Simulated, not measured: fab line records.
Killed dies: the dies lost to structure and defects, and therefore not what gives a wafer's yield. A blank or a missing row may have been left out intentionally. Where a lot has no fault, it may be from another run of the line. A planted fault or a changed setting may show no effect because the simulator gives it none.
fab line records + flow n5-finfet
[record]
- lots = 6
- wafers = 17
- last-day = 18
route steps=1938 shown MIM_BOT@1832 MIM_TOP@1834 MIM_TOP_LITHO@1839 MIM_TOP_ETCH@1851 PASSIVATION@1936
lots untouched by any fault: they come from a run of this same line in which no faults occurred
start-h: hours from the record's first day to the start of the lot's first wafer shown + wait-h: hours since the lot's step before + " as in the row above + L1.1+2: one row covering several wafers at once + - no value present, or no start provided + * or withheld: withheld + < > ~ a bound
route shown NAME@n: NAME is a module with steps in the file, n the number in the route of the first one + usual: mean and standard deviation over wafers with no fault + same: alike in all rows + chamber/n: place in a boat + sites: readings site by site + _std_site: their standard deviation + _edge_site: outer sites' mean less inner sites' + radius-mm: how far each site lies from the wafer's centre + mask NAME#n: copy n + behind: the most recent tool/chamber to have shaped the wafer + hold: why the lot was held/for how many hours/how that ended + device: the n, p or np transistor that did not switch + end of line: the tests these same wafers got at the end of their route + a step with no rows: only its recipe + killed: the dies lost at the first sort to structure and to defects; this is not the yield of the wafer + map: a wafer's dies, x killed, . not, _ none there
set.NAME: the setting that was run; set.NAME@STEP: the one run at that earlier step + model.NAME: the simulator's own value behind a step, which no gauge read
a table for each step, a row for each wafer; lots at some steps of the route
services: a tool's chamber out of use, with start hour (start-h, from the record's first day; less than 0 if before it), hours out, and reason
[[steps]]
[step N5_MIM_BOT_DEGAS_01]
[recipe]
- ambient = vacuum
- temp-c = 300
- time-s = 60
[step N5_MIM_BOT_SPUTTER_00]
[recipe]
- material = TiN
- target-thk-a = 350
- temp-c = 200
- power-w = 3000
- chamber-pressure-pa = 0.49996
- gas = Ar
- reactive-partial-pa = 0.37997
- time-s = 89.7
[step N5_MIM_TOP_ALD_00]
[recipe]
- material = Al2O3
- target-thk-a = *
- temp-c = withheld
- ald-precursor-family = TMA
- ald-co-reactant = O3
- pulse-time-s = withheld
- purge-time-s = 3
- co-reactant-purge-time-s = withheld
- co-reactant-pulse-time-s = 3
- ald-cycles = withheld
[usual]
- precursor-pulse-height-rel = 0.999/0.021
| lot.wafer | tool      | chamber | start-h | wait-h | precursor-pulse-height-rel |
|-----------|-----------|---------|---------|--------|----------------------------|
| L378.1    | ald-hk-01 | 0       | 330.98  | 0.1    | 1.015                      |
| L378.4    | "         | 3       | "       | "      | 1.013                      |
| L378.6    | "         | 2       | "       | "      | 0.996                      |
| L380.2    | ald-hk-02 | 0       | 332.82  | 0.1    | 0.960                      |
| L380.3    | "         | 3       | "       | "      | 1.022                      |
| L380.5    | "         | 1       | "       | "      | 0.999                      |
| L382.5    | ald-hk-01 | 3       | 351.63  | 0.1    | 1.019                      |
| L382.6    | "         | 2       | "       | "      | 0.999                      |
| L383.1    | ald-hk-02 | 3       | 361.79  | 0.1    | 1.009                      |
| L383.2    | "         | 1       | "       | "      | 1.014                      |
| L383.5    | "         | 3       | "       | "      | 0.995                      |
| L390.2    | ald-hk-01 | 3       | 394.36  | 0.1    | 1.018                      |
| L390.3    | "         | 2       | "       | "      | 0.975                      |
| L390.5    | "         | 2       | "       | "      | 1.034                      |
| L396.2    | ald-hk-01 | 2       | 428.33  | 0.1    | 1.049                      |
| L396.5    | "         | 0       | "       | "      | 1.008                      |
| L396.6    | "         | 3       | "       | "      | 0.984                      |
[step N5_MIM_TOP_ALD_01]
[recipe]
- material = HfO2
- target-thk-a = 56
- temp-c = withheld
- ald-precursor-family = Hf-amide
- ald-co-reactant = O3
- pulse-time-s = 1
- purge-time-s = 3
- co-reactant-purge-time-s = 2
- co-reactant-pulse-time-s = 3
- ald-cycles = 62
[usual]
- precursor-pulse-height-rel = 0.998/0.022
[same]
- ald-cycles = 62
| lot.wafer | tool      | chamber | start-h | wait-h | precursor-pulse-height-rel |
|-----------|-----------|---------|---------|--------|----------------------------|
| L378.1    | ald-hk-01 | 0       | -       | -      | 1.046                      |
| L378.4    | "         | 3       | "       | "      | 1.032                      |
| L378.6    | "         | 2       | "       | "      | 1.004                      |
| L380.2    | ald-hk-02 | 0       | -       | -      | 1.032                      |
| L380.3    | "         | 3       | "       | "      | 1.012                      |
| L380.5    | "         | 1       | "       | "      | 0.985                      |
| L382.5    | ald-hk-01 | 3       | -       | -      | 1.021                      |
| L382.6    | "         | 2       | "       | "      | 0.988                      |
| L383.1    | ald-hk-02 | 3       | -       | -      | 1.003                      |
| L383.2    | "         | 1       | "       | "      | 0.994                      |
| L383.5    | "         | 3       | "       | "      | 1.037                      |
| L390.2    | ald-hk-01 | 3       | -       | -      | 1.027                      |
| L390.3    | "         | 2       | "       | "      | 0.985                      |
| L390.5    | "         | 2       | "       | "      | 0.987                      |
| L396.2    | ald-hk-01 | 2       | -       | -      | 0.966                      |
| L396.5    | "         | 0       | "       | "      | 0.986                      |
| L396.6    | "         | 3       | "       | "      | 0.998                      |
[step N5_MIM_TOP_ALD_02]
[recipe]
- material = Al2O3
- target-thk-a = *
- temp-c = withheld
- ald-precursor-family = TMA
- ald-co-reactant = O3
- pulse-time-s = withheld
- purge-time-s = 3
- co-reactant-purge-time-s = withheld
- co-reactant-pulse-time-s = 3
- ald-cycles = withheld
[step N5_MIM_TOP_DEGAS_04]
[recipe]
- ambient = vacuum
- temp-c = 300
- time-s = 60
[usual]
- heater-power-w = 470/28
[same]
- time-s = 60
| lot.wafer | tool           | chamber | start-h | wait-h | heater-power-w |
|-----------|----------------|---------|---------|--------|----------------|
| L378.1    | pvd-sputter-02 | -       | 332.32  | -      | 524            |
| L378.4    | "              | -       | "       | "      | 437            |
| L378.6    | "              | -       | "       | "      | 477            |
| L380.2    | pvd-sputter-01 | -       | 333.38  | -      | 463            |
| L380.3    | "              | -       | "       | "      | 444            |
| L380.5    | "              | -       | "       | "      | 467            |
| L382.5    | pvd-sputter-01 | -       | 352.35  | -      | 477            |
| L382.6    | "              | -       | "       | "      | 453            |
| L383.1    | pvd-sputter-01 | -       | 362.30  | -      | 464            |
| L383.2    | "              | -       | "       | "      | 449            |
| L383.5    | "              | -       | "       | "      | 472            |
| L390.2    | pvd-sputter-03 | -       | 395.24  | -      | 508            |
| L390.3    | "              | -       | "       | "      | 511            |
| L390.5    | "              | -       | "       | "      | 442            |
| L396.2    | pvd-sputter-03 | -       | 429.79  | -      | 451            |
| L396.5    | "              | -       | "       | "      | 505            |
| L396.6    | "              | -       | "       | "      | 462            |
[step N5_MIM_TOP_SPUTTER_03]
[recipe]
- material = TiN
- target-thk-a = 350
- temp-c = 200
- power-w = 3000
- chamber-pressure-pa = 0.49996
- gas = Ar
- reactive-partial-pa = 0.37997
- time-s = 89.7
[usual]
- throttle-valve-pct = 30.2/1.2
[same]
- time-s = 89.7
| lot.wafer | tool           | chamber | start-h | wait-h | throttle-valve-pct |
|-----------|----------------|---------|---------|--------|--------------------|
| L378.1    | pvd-sputter-02 | -       | 332.36  | 0.0    | 30.5               |
| L378.4    | "              | -       | "       | "      | 29.4               |
| L378.6    | "              | -       | "       | "      | 29.0               |
| L380.2    | pvd-sputter-01 | -       | 333.42  | 0.0    | 31.6               |
| L380.3    | "              | -       | "       | "      | 31.5               |
| L380.5    | "              | -       | "       | "      | 31.6               |
| L382.5    | pvd-sputter-01 | -       | 352.41  | 0.0    | 31.6               |
| L382.6    | "              | -       | "       | "      | 31.5               |
| L383.1    | pvd-sputter-01 | -       | 362.34  | 0.0    | 31.5               |
| L383.2    | "              | -       | "       | "      | 30.6               |
| L383.5    | "              | -       | "       | "      | 31.8               |
| L390.2    | pvd-sputter-03 | -       | 395.28  | 0.0    | 30.0               |
| L390.3    | "              | -       | "       | "      | 28.1               |
| L390.5    | "              | -       | "       | "      | 30.4               |
| L396.2    | pvd-sputter-03 | -       | 429.83  | 0.0    | 30.2               |
| L396.5    | "              | -       | "       | "      | 30.0               |
| L396.6    | "              | -       | "       | "      | 29.2               |
[step N5_MIM_TOP_LITHO_HMDS_01]
[recipe]
- time-s = 60
- temp-c = 120
[step N5_MIM_TOP_LITHO_COAT_02]
[recipe]
- spin-rpm = *
- resist-thk-nm = *
[step N5_MIM_TOP_LITHO_EBR_04]
[recipe]
- solvent = PGMEA
- ebr-width-mm = 1.5
[step N5_MIM_TOP_LITHO_SOFTBAKE_03]
[recipe]
- temp-c = 100
- time-s = 90
[step N5_MIM_TOP_LITHO_EXPOSE_05]
[recipe]
- mask-id = MIM_TOP
- na = 0.55
- source-shape = conventional
- sigma-outer = 0.8
- polarization = unpolarized
- target-cd-nm = 2000
- dose-mj = 20.5
[step N5_MIM_TOP_LITHO_PEB_06]
[recipe]
- peb-temp-c = withheld
- peb-time-s = *
[usual]
- exhaust-pa = 44.9/0.79
| lot.wafer | tool           | chamber | start-h | wait-h | exhaust-pa |
|-----------|----------------|---------|---------|--------|------------|
| L378.1    | litho-track-05 | 0       | 332.76  | 0.1    | 45.5       |
| L378.4    | "              | 0       | "       | "      | 45.1       |
| L378.6    | "              | 0       | "       | "      | 45.1       |
| L380.2    | litho-track-02 | 0       | 333.69  | 0.0    | 45.9       |
| L380.3    | "              | 0       | "       | "      | 44.7       |
| L380.5    | "              | 0       | "       | "      | 46.0       |
| L382.5    | litho-track-01 | 0       | 352.77  | 0.0    | 43.2       |
| L382.6    | "              | 0       | "       | "      | 44.6       |
| L383.1    | litho-track-01 | 0       | 362.61  | 0.1    | 45.5       |
| L383.2    | "              | 0       | "       | "      | 46.5       |
| L383.5    | "              | 0       | "       | "      | 45.8       |
| L390.2    | litho-track-05 | 0       | 395.68  | 0.0    | 45.0       |
| L390.3    | "              | 0       | "       | "      | 45.9       |
| L390.5    | "              | 0       | "       | "      | 44.7       |
| L396.2    | litho-track-01 | 0       | 430.10  | 0.0    | 44.3       |
| L396.5    | "              | 0       | "       | "      | 45.7       |
| L396.6    | "              | 0       | "       | "      | 45.1       |
[step N5_MIM_TOP_LITHO_DEVELOP_07]
[recipe]
- develop-time-s = 60
- rinse-liquid = diw
- dry = air-spin
- dev-temp-c = 21
[step N5_MIM_TOP_LITHO_HARDBAKE_09]
[recipe]
- temp-c = 130
- time-s = 120
[step N5_MIM_TOP_LITHO_CD_MEAS_08]
[recipe]
- target-cd-nm = 2000
- landing-energy-ev = 500
- detector = se-inlens
[usual]
- cd-nm = 2000.7/1.5
| lot.wafer | tool      | chamber | start-h | wait-h | cd-nm  |
|-----------|-----------|---------|---------|--------|--------|
| L378.1    | cd-sem-03 | 0       | 332.88  | -      | 2001.4 |
| L378.4    | "         | 0       | "       | "      | 2001.5 |
| L378.6    | "         | 0       | "       | "      | 2001.5 |
| L380.2    | cd-sem-01 | 0       | 333.81  | -      | 1999.6 |
| L380.3    | "         | 0       | "       | "      | 2000.5 |
| L380.5    | "         | 0       | "       | "      | 2000.5 |
| L382.5    | cd-sem-03 | 0       | 352.89  | -      | 2000.3 |
| L382.6    | "         | 0       | "       | "      | 2014.8 |
| L383.1    | cd-sem-03 | 0       | 362.73  | -      | 2013.1 |
| L383.2    | "         | 0       | "       | "      | 2002.9 |
| L383.5    | "         | 0       | "       | "      | 2002.3 |
| L390.2    | cd-sem-01 | 0       | 395.80  | -      | 1998.8 |
| L390.3    | "         | 0       | "       | "      | 2000.6 |
| L390.5    | "         | 0       | "       | "      | 1997.7 |
| L396.2    | cd-sem-02 | 0       | 430.22  | -      | 2001.4 |
| L396.5    | "         | 0       | "       | "      | 2001.5 |
| L396.6    | "         | 0       | "       | "      | 1999.6 |
[step N5_MIM_TOP_LITHO_OVL_MEAS_11]
[recipe]
- points-per-wafer = 44
[usual]
- MIM_TOP_OVL = 3/4.7
| lot.wafer | tool       | chamber | start-h | wait-h | MIM_TOP_OVL[nm] |
|-----------|------------|---------|---------|--------|-----------------|
| L378.1    | overlay-01 | 0       | 332.91  | 0.0    | -7              |
| L378.4    | "          | 0       | "       | "      | -4              |
| L378.6    | "          | 0       | "       | "      | -1              |
| L380.2    | overlay-01 | 0       | 333.84  | 0.0    | 6               |
| L380.3    | "          | 0       | "       | "      | 5               |
| L380.5    | "          | 0       | "       | "      | 1               |
| L382.5    | overlay-01 | 0       | 352.92  | 0.0    | 0               |
| L382.6    | "          | 0       | "       | "      | 5               |
| L383.1    | overlay-01 | 0       | 362.76  | 0.0    | -5              |
| L383.2    | "          | 0       | "       | "      | 2               |
| L383.5    | "          | 0       | "       | "      | 1               |
| L390.2    | overlay-02 | 0       | 395.83  | 0.0    | 9               |
| L390.3    | "          | 0       | "       | "      | 5               |
| L390.5    | "          | 0       | "       | "      | 5               |
| L396.2    | overlay-01 | 0       | 430.25  | 0.0    | 0               |
| L396.5    | "          | 0       | "       | "      | 3               |
| L396.6    | "          | 0       | "       | "      | -1              |
[step N5_MIM_TOP_LITHO_INSPECT_12]
[recipe]
- mode = adi
- inspect-instrument = macro
[usual]
- raw-defect-count = 2/1.5
| lot.wafer | tool              | chamber | start-h | wait-h | raw-defect-count |
|-----------|-------------------|---------|---------|--------|------------------|
| L378.1    | defect-inspect-01 | -       | 332.93  | 0.0    | 0                |
| L378.4    | "                 | -       | "       | "      | 2                |
| L378.6    | "                 | -       | "       | "      | 2                |
| L380.2    | defect-inspect-02 | -       | 333.86  | 0.0    | 1                |
| L380.3    | "                 | -       | "       | "      | 3                |
| L380.5    | "                 | -       | "       | "      | 1                |
| L382.5    | defect-inspect-01 | -       | 352.94  | 0.0    | 2                |
| L382.6    | "                 | -       | "       | "      | 6                |
| L383.1    | defect-inspect-01 | -       | 362.79  | 0.0    | 1                |
| L383.2    | "                 | -       | "       | "      | 1                |
| L383.5    | "                 | -       | "       | "      | 1                |
| L390.2    | defect-inspect-01 | -       | 395.85  | 0.0    | 2                |
| L390.3    | "                 | -       | "       | "      | 3                |
| L390.5    | "                 | -       | "       | "      | 2                |
| L396.2    | defect-inspect-01 | -       | 430.28  | 0.0    | 2                |
| L396.5    | "                 | -       | "       | "      | 1                |
| L396.6    | "                 | -       | "       | "      | 0                |
[step N5_MIM_TOP_LITHO_DESCUM_10]
[recipe]
- chemistry = O2
- time-s = 7.9
- source-power-w = 50
- bias-power-w = 20
- pressure-mtorr = 20
- rf-frequency-hz = 2.712e+07
- temp-c = 40
- o2-flow-sccm = 225
[usual]
- chamber-pressure-mTorr = 19.998/0.02
- drypump-motor-current-A = 5.6/0.5
- oes-product-au = 0.79/0.071
- rf-vpp-V = 243.1/1.4
- showerhead-plenum-p-Torr = 2.08/0.076
- throttle-valve-pct = 20.40/0.22
[same]
- time-s = 7.9
| lot.wafer | tool        | chamber | start-h | wait-h | chamber-pressure-mTorr | drypump-motor-current-A | oes-product-au | rf-hours-counter-h | rf-vpp-V | showerhead-plenum-p-Torr | throttle-valve-pct | model.MIM_TOP_LITHO.cd-nm |
|-----------|-------------|---------|---------|--------|------------------------|-------------------------|----------------|--------------------|----------|--------------------------|--------------------|---------------------------|
| L378.1    | rie-diel-04 | 1       | 332.97  | 0.0    | 19.994                 | 5.7                     | 0.70           | 232                | 241.4    | 1.98                     | 20.19              | 2001                      |
| L378.4    | "           | 2       | "       | "      | 19.982                 | 6.8                     | 0.95           | 7                  | 242.7    | 2.04                     | 20.43              | 2002                      |
| L378.6    | "           | 0       | "       | "      | 19.991                 | 4.9                     | 0.76           | -                  | 242.6    | 2.02                     | 20.57              | 2002                      |
| L380.2    | rie-diel-03 | 0       | 333.90  | 0.0    | 19.999                 | 5.1                     | 0.74           | 154                | 243.2    | 2.16                     | 20.51              | 2000                      |
| L380.3    | "           | 1       | "       | "      | 19.982                 | 6.3                     | 0.76           | 148                | 244.7    | 2.07                     | 20.07              | 2000                      |
| L380.5    | "           | 2       | "       | "      | 19.993                 | 5.6                     | 0.76           | -                  | 242.5    | 2.02                     | 20.68              | 2000                      |
| L382.5    | rie-diel-06 | 2       | 353.00  | 0.1    | 19.993                 | 5.4                     | 0.86           | -                  | 244.2    | 2.14                     | 20.42              | 2000                      |
| L382.6    | "           | 3       | "       | "      | 20.015                 | 4.9                     | 0.83           | -                  | 245.0    | 2.20                     | 20.63              | 2015                      |
| L383.1    | rie-diel-06 | 0       | 362.85  | 0.1    | 19.996                 | 5.3                     | 0.83           | 78                 | 241.8    | 2.11                     | 20.38              | 2013                      |
| L383.2    | "           | 3       | "       | "      | 20.009                 | 5.0                     | 0.85           | 89                 | 245.4    | 2.20                     | 20.61              | 2003                      |
| L383.5    | "           | 1       | "       | "      | 20.006                 | 5.9                     | 0.82           | -                  | 245.2    | 2.19                     | 20.31              | 2002                      |
| L390.2    | rie-diel-04 | 2       | 395.89  | 0.0    | 19.990                 | 6.8                     | 0.89           | 30                 | 242.9    | 2.03                     | 20.46              | 1999                      |
| L390.3    | "           | 0       | "       | "      | 19.988                 | 4.9                     | 0.75           | 173                | 241.3    | 2.01                     | 20.61              | 2001                      |
| L390.5    | "           | 3       | "       | "      | 19.965                 | 5.8                     | 0.91           | -                  | 242.8    | 2.05                     | 20.00              | 1998                      |
| L396.2    | rie-diel-06 | 1       | 430.31  | 0.0    | 19.993                 | 5.9                     | 0.79           | 129                | 246.5    | 2.18                     | 20.38              | 2002                      |
| L396.5    | "           | 3       | "       | "      | 19.987                 | 5.0                     | 0.81           | -                  | 244.0    | 2.19                     | 20.66              | 2001                      |
| L396.6    | "           | 0       | "       | "      | 19.992                 | 5.3                     | 0.80           | -                  | 243.5    | 2.10                     | 20.43              | 2000                      |
[step N5_MIM_TOP_ETCH_ETCH_00]
[recipe]
- chemistry = Cl2/BCl3
- target = TiN
- target-depth-a = 385
- ion-energy-ev = 150
- pressure-mtorr = 10
- icp-w = 1000
- bias-w = 126
- Cl2_flow_sccm = 53.25
- bcl3-flow-sccm = 21.75
- Ar_flow_sccm = 25
[usual]
- chamber-pressure-mTorr = 10.001/0.009
- drypump-motor-current-A = 5.7/0.55
- mfc-cl2-sccm = 53.23/0.16
- oes-product-au = 0.84/0.082
- throttle-valve-pct = 22.68/0.21
| lot.wafer | tool         | chamber | start-h | wait-h | chamber-pressure-mTorr | drypump-motor-current-A | mfc-cl2-sccm | oes-product-au | rf-hours-counter-h | throttle-valve-pct |
|-----------|--------------|---------|---------|--------|------------------------|-------------------------|--------------|----------------|--------------------|--------------------|
| L378.1    | rie-metal-01 | 0       | 333.05  | 0.1    | 9.992                  | 6.7                     | 53.05        | 0.75           | 59                 | 23.07              |
| L378.4    | "            | 0       | "       | "      | 9.996                  | 6.7                     | 53.06        | 0.74           | -                  | 23.08              |
| L378.6    | "            | 1       | "       | "      | 10.015                 | 5.1                     | 53.69        | 0.94           | -                  | 22.58              |
| L380.2    | rie-metal-02 | 0       | 334.02  | 0.1    | 10.019                 | 5.6                     | 53.38        | 0.80           | -                  | 22.42              |
| L380.3    | "            | 0       | "       | "      | 10.005                 | 5.7                     | 53.26        | 0.79           | -                  | 22.43              |
| L380.5    | "            | 0       | "       | "      | 9.981                  | 5.6                     | 53.27        | 0.80           | -                  | 22.42              |
| L382.5    | rie-metal-01 | 1       | 353.14  | 0.1    | 9.989                  | 5.1                     | 53.39        | 0.92           | -                  | 22.59              |
| L382.6    | "            | 0       | "       | "      | 10.008                 | 6.7                     | 53.12        | 0.74           | -                  | 23.08              |
| L383.1    | rie-metal-02 | 0       | 362.94  | 0.1    | 9.998                  | 5.6                     | 53.16        | 0.79           | 31                 | 22.43              |
| L383.2    | "            | 1       | "       | "      | 10.007                 | 5.9                     | 53.28        | 0.97           | 1                  | 22.73              |
| L383.5    | "            | 1       | "       | "      | 9.996                  | 5.9                     | 53.40        | 0.97           | -                  | 22.73              |
| L390.2    | rie-metal-01 | 1       | 395.97  | 0.1    | 10.002                 | 5.1                     | 53.17        | 0.90           | 8                  | 22.59              |
| L390.3    | "            | 0       | "       | "      | 9.989                  | 6.7                     | 52.97        | 0.73           | -                  | 23.06              |
| L390.5    | "            | 1       | "       | "      | 9.991                  | 5.1                     | 53.19        | 0.89           | -                  | 22.61              |
| L396.2    | rie-metal-02 | 0       | 430.40  | 0.1    | 9.998                  | 5.7                     | 53.07        | 0.78           | 37                 | 22.45              |
| L396.5    | "            | 0       | "       | "      | 10.011                 | 5.7                     | 53.28        | 0.78           | -                  | 22.45              |
| L396.6    | "            | 1       | "       | "      | 10.003                 | 5.9                     | 53.33        | 0.91           | -                  | 22.75              |
[step N5_PASSIVATION_PROBE_49]
[usual]
- defect-limited-yield = 91.2/1.4
- killed_at_M0_to_M3 = 34/9.4
- killed_at_M4_up = 14/5.6
- killed-at-contacts = 13/7.8
- killed-at-front-end = 37/10
- killed-at-other = 4/3.3
- killed-dies = 103/17
- killed-open = 68/13
- killed-short = 33/8.2
- sort_bin_4_leakage = 0.00/0.0071
- sort_bin_5_function = 5.1/0.92
- sort_bin_6_memory = 3.3/0.71
- sort-n-pass = 1077/17
- sort-yield-pct = 91.2/1.4
[same]
- gross-dies = 1180
- killed-at-back-side = 0
- sort_bin_8_speed[%] = 0
| lot.wafer | tool      | chamber | start-h | wait-h | defect-limited-yield[%] | killed_at_M0_to_M3 | killed_at_M4_up | killed-at-contacts | killed-at-front-end | killed-at-other | killed-dies | killed-open | killed-short | sort_bin_4_leakage[%] | sort_bin_5_function[%] | sort_bin_6_memory[%] | sort-n-pass | sort-yield-pct[%] |
|-----------|-----------|---------|---------|--------|-------------------------|--------------------|-----------------|--------------------|---------------------|-----------------|-------------|-------------|--------------|-----------------------|------------------------|----------------------|-------------|-------------------|
| L378.1    | prober-01 | -       | 342.57  | 0.0    | 90.2                    | 25                 | 20              | 12                 | 58                  | 1               | 116         | 82          | 31           | 0                     | 5.7                    | 4.0                  | 1064        | 90.2              |
| L378.4    | prober-01 | -       | 342.72  | 0.2    | 91.9                    | 44                 | 12              | 9                  | 26                  | 4               | 95          | 62          | 31           | 0                     | 4.6                    | 3.1                  | 1085        | 91.9              |
| L378.6    | prober-01 | -       | 342.82  | 0.3    | 90.5                    | 27                 | 21              | 15                 | 45                  | 4               | 112         | 77          | 31           | 0                     | 5.8                    | 3.3                  | 1068        | 90.5              |
| L380.2    | prober-02 | -       | 343.88  | 0.1    | 92.8                    | 20                 | 9               | 8                  | 45                  | 3               | 85          | 59          | 24           | 0                     | 4.0                    | 3.1                  | 1095        | 92.8              |
| L380.3    | prober-02 | -       | 343.93  | 0.1    | 91.5                    | 24                 | 14              | 12                 | 44                  | 6               | 100         | 67          | 33           | 0                     | 5.5                    | 2.8                  | 1080        | 91.5              |
| L380.5    | prober-02 | -       | 344.03  | 0.2    | 90.4                    | 25                 | 19              | 10                 | 52                  | 7               | 113         | 78          | 34           | 0                     | 5.8                    | 3.3                  | 1067        | 90.4              |
| L390.3    | prober-01 | -       | 407.99  | 0.1    | 88.6                    | 43                 | 17              | 15                 | 58                  | 2               | 135         | 79          | 54           | 0                     | 6.6                    | 4.2                  | 1045        | 88.6              |
| L396.2    | prober-02 | -       | 441.06  | 0.2    | 90.8                    | 37                 | 18              | 8                  | 45                  | 1               | 109         | 75          | 33           | 0                     | 4.9                    | 4.1                  | 1071        | 90.8              |
| L396.5    | prober-02 | -       | 441.21  | 0.3    | 90.2                    | 51                 | 17              | 9                  | 37                  | 2               | 116         | 59          | 55           | 0                     | 5.7                    | 3.6                  | 1064        | 90.2              |
| L396.6    | prober-02 | -       | 441.26  | 0.4    | 91.9                    | 43                 | 21              | 11                 | 17                  | 4               | 96          | 67          | 26           | 0                     | 4.2                    | 3.6                  | 1084        | 91.9              |
// killed by level:class
L378.1 MOL_CONTACT_COAG:geometric-particle:open=11 FIN_SAQP:geometric-particle:short=10 FIN_SAQP:geometric-particle:open=9 STI_FIN_REVEAL:geometric-particle:open=9 GATE_CUT:geometric-particle:open=8 BEOL_M4:geometric-particle:open=8 BEOL_M2:geometric-particle:open=6 GATE_CUT:geometric-particle:short=5
L378.4 BEOL_M3:geometric-particle:open=12 BEOL_M0_SAQP:geometric-particle:open=11 FIN_SAQP:geometric-particle:short=9 BEOL_M0_SAQP:geometric-particle:short=9 MOL_CONTACT_COAG:geometric-particle:open=9 BEOL_M2:geometric-particle:open=7 FIN_SAQP:geometric-particle:open=5 BEOL_M4:geometric-particle:open=4
L378.6 MOL_CONTACT_COAG:geometric-particle:open=12 STI_FIN_REVEAL:geometric-particle:open=11 BEOL_M3:geometric-particle:open=8 BEOL_M4:geometric-particle:open=8 FIN_SAQP:geometric-particle:short=6 FIN_SAQP:geometric-particle:open=5 BEOL_M2:geometric-particle:open=5 BEOL_M0_SAQP:geometric-particle:open=4
L380.2 STI_FIN_REVEAL:geometric-particle:open=16 MOL_CONTACT_COAG:geometric-particle:open=7 BEOL_M0_SAQP:geometric-particle:short=6 FIN_SAQP:geometric-particle:short=4 BEOL_M0_SAQP:geometric-particle:open=4 STI_FIN_REVEAL:geometric-particle:short=3 DUMMY_GATE:geometric-particle:open=3 ILD0:geometric-particle:open=3
L380.3 STI_FIN_REVEAL:geometric-particle:open=12 MOL_CONTACT_COAG:geometric-particle:open=10 FIN_SAQP:geometric-particle:open=8 BEOL_M0_SAQP:geometric-particle:short=8 FIN_SAQP:geometric-particle:short=6 GATE_CUT:geometric-particle:short=6 BEOL_M5:geometric-particle:open=5 BEOL_M0_SAQP:geometric-particle:open=4
L380.5 STI_FIN_REVEAL:geometric-particle:open=17 MOL_CONTACT_COAG:geometric-particle:open=10 BEOL_M0_SAQP:geometric-particle:open=9 FIN_SAQP:geometric-particle:open=7 STI_FIN_REVEAL:geometric-particle:short=7 BEOL_M4:geometric-particle:open=6 ILD0:geometric-particle:open=4 FIN_SAQP:geometric-particle:short=4
L390.3 FIN_SAQP:geometric-particle:short=20 BEOL_M0_SAQP:geometric-particle:short=14 FIN_SAQP:geometric-particle:open=11 MOL_CONTACT_COAG:geometric-particle:open=11 STI_FIN_REVEAL:geometric-particle:open=9 BEOL_M0_SAQP:geometric-particle:open=9 BEOL_M4:geometric-particle:open=8 BEOL_M3:geometric-particle:open=6
L396.2 STI_FIN_REVEAL:geometric-particle:open=19 BEOL_M4:geometric-particle:open=10 FIN_SAQP:geometric-particle:open=6 FIN_SAQP:geometric-particle:short=6 MOL_CONTACT_COAG:geometric-particle:open=6 BEOL_M3:geometric-particle:open=6 BEOL_M1:geometric-particle:short=5 BEOL_M1:geometric-particle:open=5
L396.5 BEOL_M0_SAQP:geometric-particle:short=15 BEOL_M0_SAQP:geometric-particle:open=10 DUMMY_GATE:geometric-particle:open=10 BEOL_M4:geometric-particle:open=9 FIN_SAQP:geometric-particle:short=7 DUMMY_GATE:geometric-particle:short=7 MOL_CONTACT_COAG:geometric-particle:open=7 FIN_SAQP:geometric-particle:open=5
L396.6 BEOL_M4:geometric-particle:open=14 BEOL_M1:geometric-particle:open=12 MOL_CONTACT_COAG:geometric-particle:open=7 BEOL_M0_SAQP:geometric-particle:short=7 BEOL_M0_SAQP:geometric-particle:open=7 BEOL_M1:geometric-particle:short=6 BEOL_M2:geometric-particle:open=5 FIN_SAQP:geometric-particle:open=4
[[services]]
| tool         | chamber | start-h | hours | kind                          |
|--------------|---------|---------|-------|-------------------------------|
| rie-metal-02 | 1       | 310.12  | -     | clean                         |
| rie-metal-02 | 1       | 310.12  | 24.6  | scheduled-down                |
| rie-metal-02 | 1       | 310.12  | 24.6  | vent-cycle                    |
| rie-diel-03  | 0       | 314.36  | 19.1  | repair                        |
| rie-diel-03  | 1       | 319.35  | 9.5   | repair                        |
| rie-diel-06  | 0       | 335.30  | 4.4   | repair                        |
| rie-diel-03  | 3       | 338.59  | 11.0  | repair                        |
| ald-hk-01    | -       | 340.38  | 0.9   | repair                        |
| rie-diel-04  | 3       | 341.90  | -     | clean                         |
| rie-diel-04  | 3       | 341.90  | -     | consumable-replace:focus-ring |
| rie-diel-04  | 3       | 341.90  | 15.6  | scheduled-down                |
| rie-diel-04  | 3       | 341.90  | 15.6  | vent-cycle                    |
| ald-hk-01    | -       | 342.13  | 6.0   | pm                            |
| rie-diel-04  | 2       | 358.26  | 6.6   | repair                        |
| ald-hk-01    | -       | 372.46  | 3.0   | repair                        |
| rie-diel-06  | 2       | 379.85  | 11.7  | repair                        |
| rie-diel-03  | 2       | 380.00  | 12.7  | repair                        |
| rie-diel-04  | 1       | 384.22  | -     | clean                         |
| rie-diel-04  | 1       | 384.22  | -     | consumable-replace:focus-ring |
| rie-diel-04  | 1       | 384.22  | -     | consumable-replace:showerhead |
| rie-diel-06  | 0       | 386.76  | 22.5  | repair                        |
| ald-hk-01    | -       | 390.09  | 0.8   | repair                        |
| rie-diel-03  | 2       | 394.52  | 8.1   | repair                        |
| rie-diel-06  | -       | 396.50  | 0.7   | repair                        |
[[key]]
[first-sign]
- step = N5_MIM_TOP_LITHO_CD_MEAS_08
- reading = cd-nm
- direction = up
- sigmas = 8.9
- usual = 2000.7
- struck = 2013.9
effect none on later readings
[model-effect]
- step = N5_MIM_TOP_LITHO_DESCUM_10
- value = MIM_TOP_LITHO.cd-nm
- without = 2001
- struck = 2014
met-at N5_MIM_TOP_LITHO_PEB_06
struck-wafers L382.6,L383.1
[fault]
- kind = process-parameter-drift
- tool = litho-track-01
- chamber = -
- onset-h = 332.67
- steps = N5_MIM_TOP_LITHO_PEB_06
- channel = peb-time-s
- offset = *
- shape = step
- end-h = 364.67
- scope = struck-wafers-only
- acts-in = *
- stated = *
